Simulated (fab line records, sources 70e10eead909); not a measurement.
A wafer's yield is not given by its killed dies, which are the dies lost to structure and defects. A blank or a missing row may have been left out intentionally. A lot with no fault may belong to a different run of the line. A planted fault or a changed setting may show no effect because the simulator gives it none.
Matching of chambers || flow nand_harc || NHARC_A_STAIRCASE_TRIM_196 on rie_diel-01 has 4 sister chambers
The step chemistry O2, time 211.2 s. 8 wafers are shown with their chamber, then 7 later ones without.

## WAFERS PAIRED WITH THEIR CHAMBERS
{"wafer": "L078.5", "chamber": 0, "showerhead_plenum_p_Torr (Torr)": 3.45, "oes_product_au (a.u.)": 0.972}
{"wafer": "L079.1", "chamber": 0, "showerhead_plenum_p_Torr (Torr)": 3.45, "oes_product_au (a.u.)": 0.984}
{"wafer": "L079.4", "chamber": 2, "showerhead_plenum_p_Torr (Torr)": 3.48, "oes_product_au (a.u.)": 0.984}
{"wafer": "L079.2", "chamber": 3, "showerhead_plenum_p_Torr (Torr)": 3.34, "oes_product_au (a.u.)": 1.000}
{"wafer": "L079.3", "chamber": 1, "showerhead_plenum_p_Torr (Torr)": 3.62, "oes_product_au (a.u.)": 1.013}
{"wafer": "L079.5", "chamber": 2, "showerhead_plenum_p_Torr (Torr)": 3.48, "oes_product_au (a.u.)": 0.986}
{"wafer": "L090.1", "chamber": 1, "showerhead_plenum_p_Torr (Torr)": 3.61, "oes_product_au (a.u.)": 1.013}
{"wafer": "L090.4", "chamber": 3, "showerhead_plenum_p_Torr (Torr)": 3.33, "oes_product_au (a.u.)": 0.989}

## WAFERS WITH NO CHAMBER GIVEN
{"wafer": "L090.6", "showerhead_plenum_p_Torr (Torr)": 3.61, "oes_product_au (a.u.)": 1.005}
{"wafer": "L091.1", "showerhead_plenum_p_Torr (Torr)": 3.43, "oes_product_au (a.u.)": 0.999}
{"wafer": "L091.2", "showerhead_plenum_p_Torr (Torr)": 3.61, "oes_product_au (a.u.)": 1.013}
{"wafer": "L091.3", "showerhead_plenum_p_Torr (Torr)": 3.33, "oes_product_au (a.u.)": 0.974}
{"wafer": "L093.1", "showerhead_plenum_p_Torr (Torr)": 3.61, "oes_product_au (a.u.)": 1.011}
{"wafer": "L093.3", "showerhead_plenum_p_Torr (Torr)": 3.32, "oes_product_au (a.u.)": 0.988}
{"wafer": "L093.6", "showerhead_plenum_p_Torr (Torr)": 3.43, "oes_product_au (a.u.)": 1.008}

## WHICH CHAMBER EACH ONE RAN IN
{"wafer": "L090.6", "from the rows above": 1, "in truth": 1}
{"wafer": "L091.1", "from the rows above": 0, "in truth": 0}
{"wafer": "L091.2", "from the rows above": 1, "in truth": 1}
{"wafer": "L091.3", "from the rows above": 3, "in truth": 3}
{"wafer": "L093.1", "from the rows above": 1, "in truth": 1}
{"wafer": "L093.3", "from the rows above": 3, "in truth": 3}
{"wafer": "L093.6", "from the rows above": 0, "in truth": 0}
Correct placement for 7 of the 7. Not placeable from these rows: 0. 0 placed wrongly.
How it was worked out, from the rows above alone: a wafer's distance from a chamber is the root of the sum, over the readings, of the square of ((its reading less the chamber's mean) divided by the reading's scatter). If the next closest chamber is less than 2 further off than the closest, the wafer can't be placed; otherwise it belongs to the closest. For every chamber, the mean is computed from those of its wafers that are shown. How the scatter is found: for the shown wafers, subtract from each reading the mean of its chamber, square and add these, divide the total by (wafers less chambers), then take the root.
